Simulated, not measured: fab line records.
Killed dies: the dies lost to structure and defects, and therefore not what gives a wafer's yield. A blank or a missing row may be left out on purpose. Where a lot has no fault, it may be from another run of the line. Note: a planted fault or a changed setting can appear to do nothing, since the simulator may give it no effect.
Split-lot trial + flow n5-finfet + on a route of 1938 steps: 7 lots, 21 wafers read

ABOUT THE SPLIT
At N5_BEOL_M3_VIA_ETCH_34 (etches the open film in C4F6/O2, target depth 69.4 nm, time 65.9 s), the setting bias-w was moved away from the recipe's 170 W on 10 of the 21 wafers read, by -16.4% to +15.6%. For the rest of the wafers, this setting stayed at what the recipe calls for.

The split's own step is where the reading is taken.

THE READING
rf-vpp-V, in V, at N5_BEOL_M3_VIA_ETCH_34 (etches the open film in C4F6/O2, target depth 69.4 nm, time 65.9 s). On this fab line, fault-free wafers typically give 668 V with a standard deviation of 10 V.

| wafer  | tool, chamber at the split | bias-w as run, W | against the recipe | rf-vpp-V, V | against lot-mates on the recipe |
|--------|----------------------------|------------------|--------------------|-------------|---------------------------------|
| L077.1 | rie-diel-03, 2             | 145.6            | -14.4%             | 604         | -80                             |
| L077.4 | rie-diel-03, 2             | 170              | recipe             | 684         | -                               |
| L077.6 | rie-diel-03, 2             | 170              | recipe             | 684         | -                               |
| L076.1 | rie-diel-03, 2             | 170              | recipe             | 683         | -                               |
| L076.2 | rie-diel-03, 1             | 142.1            | -16.4%             | 573         | -110                            |
| L076.3 | rie-diel-03, 0             | 142.1            | -16.4%             | 580         | -103                            |
| L080.2 | rie-diel-04, 2             | 170              | recipe             | 651         | -                               |
| L080.3 | rie-diel-04, 0             | 196.6            | +15.6%             | 762         | +111                            |
| L080.5 | rie-diel-04, 0             | 196.6            | +15.6%             | 760         | +109                            |
| L083.2 | rie-diel-03, 0             | 170              | recipe             | 667         | -                               |
| L083.4 | rie-diel-03, 1             | 145.5            | -14.4%             | 582         | -85                             |
| L083.6 | rie-diel-03, 2             | 145.5            | -14.4%             | 604         | -63                             |
| L084.2 | rie-diel-03, 1             | 156.7            | -7.8%              | 619         | -42                             |
| L084.4 | rie-diel-03, 0             | 170              | recipe             | 666         | -                               |
| L084.6 | rie-diel-03, 3             | 170              | recipe             | 655         | -                               |
| L093.1 | rie-diel-05, 1             | 170              | recipe             | 673         | -                               |
| L093.2 | rie-diel-05, 0             | 188.1            | +10.6%             | 711         | +38                             |
| L093.4 | rie-diel-05, 2             | 188.1            | +10.6%             | 734         | +61                             |
| L094.2 | rie-diel-05, 2             | 170              | recipe             | 677         | -                               |
| L094.3 | rie-diel-05, 1             | 170              | recipe             | 674         | -                               |
| L094.4 | rie-diel-05, 0             | 170              | recipe             | 655         | -                               |

FIT RESULTS
A straight line over all 21 wafers: rf-vpp-V changes by +5.47 V for each +1% of bias-w; r = +0.98; the points scatter about the line by 11 V.
The same after taking each lot's own level away (the mean of its wafers on the recipe; 21 wafers): +6 V for each +1%; r = +0.98; scatter 11 V.
The reading moves by 99 V for the largest change in bias-w, on that fit.
Across the lots, their own levels run from 651.0 to 684.0 V, a range of 3.3 times the standard deviation given above.
The two slopes agree, so the slope changes little with the lot-to-lot level.
Check: for one of the wafers moved furthest among these (-16.4%), held out of the fit, the line's prediction against its lot-mates is -94.9 V. Against them it came out at -110 V.
Tool readings at the split's step, against how far the setting was moved: rf-vpp-V r = +0.98.

THESE WAFERS: OTHER SPLITS
Other splits were also applied to these wafers ahead of the reading. Each is held against what the fit with the lots' levels taken away leaves over:
| other split on the same wafers | wafers away from the commonest value | r with rf-vpp-V (lot level and that fit taken away) |
|--------------------------------|--------------------------------------|-----------------------------------------------------|
| N5_BEOL_M1_ETCH_64 source-w    | 4                                    | -0.02                                               |
| N5_BEOL_M2_ILD_DEP_00 time-s   | 7                                    | +0.22                                               |
| N5_BEOL_M3_PECVD_72 temp-c     | 6                                    | +0.08                                               |
| N5_BEOL_M3_COAT_05 spin-rpm    | 7                                    | -0.10                                               |

THE WHOLE CHAIN: every reading that the file lists as answering this split, in the file's order
| step                   | what it does                                                       | reading                                                        | change (the file's fit)               | r (the file's) |
|------------------------|--------------------------------------------------------------------|----------------------------------------------------------------|---------------------------------------|----------------|
| N5_BEOL_M3_VIA_ETCH_34 | etches the open film in C4F6/O2, target depth 69.4 nm, time 65.9 s | rf-vpp-V                                                       | +5.92 V for each +1% of the setting   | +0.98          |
| N5_BEOL_M3_VIA_ETCH_34 | etches the open film in C4F6/O2, target depth 69.4 nm, time 65.9 s | etch.depth-nm (the simulator's own value, which no gauge read) | +0.216 nm for each +1% of the setting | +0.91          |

FILE'S OWN FIT
rf-vpp-V changes by +5.92 V for each +1% of bias-w, r = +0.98.
